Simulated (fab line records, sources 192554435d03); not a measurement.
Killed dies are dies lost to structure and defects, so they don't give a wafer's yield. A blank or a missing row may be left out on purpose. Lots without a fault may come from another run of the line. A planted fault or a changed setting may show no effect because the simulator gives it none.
Chamber matching | flow n5_finfet | N5_FIN_SAQP_MANDREL2_REMOVE_60 on rie_si-02: 4 sister chambers
The step chemistry HBr/Cl2/O2, target a-Si, stops on SiNx, bt time 10 s. 4 wafers are shown with their chamber, then 6 later ones without.

WAFERS WITH THEIR CHAMBER
wafer  | chamber | throttle_valve_pct (%)
L081.2 | 2       | 36.37
L090.4 | 3       | 36.58
L091.3 | 1       | 36.75
L091.6 | 0       | 36.91

WAFERS WITHOUT THEIR CHAMBER
wafer  | throttle_valve_pct (%)
L092.1 | 36.57
L092.2 | 36.35
L092.5 | 36.88
L097.1 | 36.78
L097.3 | 36.89
L097.5 | 36.89

WHICH CHAMBER EACH WENT THROUGH
wafer  | from the rows above | in truth
L092.1 | 3                   | 3
L092.2 | 2                   | 2
L092.5 | 0                   | 0
L097.1 | 1                   | 1
L097.3 | 0                   | 0
L097.5 | 0                   | 0
Placed correctly: 6 of 6. Can't be placed from these rows: 0. Placed wrongly: 0.
How it was worked out, from the rows above alone: a wafer's distance from a chamber is the root of the sum, over the readings, of the square of ((its reading less the chamber's mean) divided by the reading's scatter). The wafer belongs to the nearest chamber; if the next one is less than 2 further off, it can't be placed. A chamber's mean is the mean of its shown wafers. The scatter: with one shown wafer a chamber, the root of the mean of the squares of how far each hidden wafer lies from its nearest shown one.
